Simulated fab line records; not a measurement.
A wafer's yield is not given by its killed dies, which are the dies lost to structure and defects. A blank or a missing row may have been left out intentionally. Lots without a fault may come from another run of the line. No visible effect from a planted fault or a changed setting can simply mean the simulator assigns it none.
Matching of chambers / flow nand-harc / rie-diel-07 running NHARC_A_CHANNEL_HOLE_D1_ETCH_44: 4 sister chambers
The step etches the open film in CF4/O2, target depth 140 nm, overetch 14 nm, time 77 s. 4 wafers are shown with their chamber, then 9 later ones without.

## WAFERS PAIRED WITH THEIR CHAMBERS
wafer=L546.5; chamber=1; drypump-motor-current-A (A)=5.4
wafer=L549.1; chamber=2; drypump-motor-current-A (A)=5.8
wafer=L550.3; chamber=0; drypump-motor-current-A (A)=5.1
wafer=L550.6; chamber=3; drypump-motor-current-A (A)=5.8

## WAFERS WHOSE CHAMBER IS MISSING
wafer=L560.1; drypump-motor-current-A (A)=5.8
wafer=L560.3; drypump-motor-current-A (A)=5.3
wafer=L560.4; drypump-motor-current-A (A)=5.0
wafer=L561.3; drypump-motor-current-A (A)=5.0
wafer=L561.5; drypump-motor-current-A (A)=5.8
wafer=L561.6; drypump-motor-current-A (A)=5.8
wafer=L563.2; drypump-motor-current-A (A)=5.8
wafer=L563.3; drypump-motor-current-A (A)=5.7
wafer=L563.4; drypump-motor-current-A (A)=5.1

## WHICH CHAMBER EACH WENT THROUGH
wafer=L560.1; from the rows above=can't be placed: 2 or 3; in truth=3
wafer=L560.3; from the rows above=can't be placed: 1 or 0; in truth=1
wafer=L560.4; from the rows above=0; in truth=0
wafer=L561.3; from the rows above=0; in truth=0
wafer=L561.5; from the rows above=can't be placed: 2 or 3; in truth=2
wafer=L561.6; from the rows above=can't be placed: 2 or 3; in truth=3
wafer=L563.2; from the rows above=can't be placed: 2 or 3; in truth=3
wafer=L563.3; from the rows above=can't be placed: 2 or 3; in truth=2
wafer=L563.4; from the rows above=0; in truth=0
Placed correctly: 3 of 9. Can't be placed from these rows: 6 (the true chamber is among the candidates in 6). Wrongly placed: 0.
How it was worked out, from the rows above alone: a wafer's distance from a chamber is the root of the sum, over the readings, of the square of ((its reading less the chamber's mean) divided by the reading's scatter). If the next closest chamber is less than 2 further off than the closest, the wafer can't be placed; otherwise it belongs to the closest. The mean given for a chamber averages the wafers shown for that chamber. The scatter (one wafer shown for each chamber): square how far every hidden wafer sits from the nearest shown wafer, average those squares and take the square root.
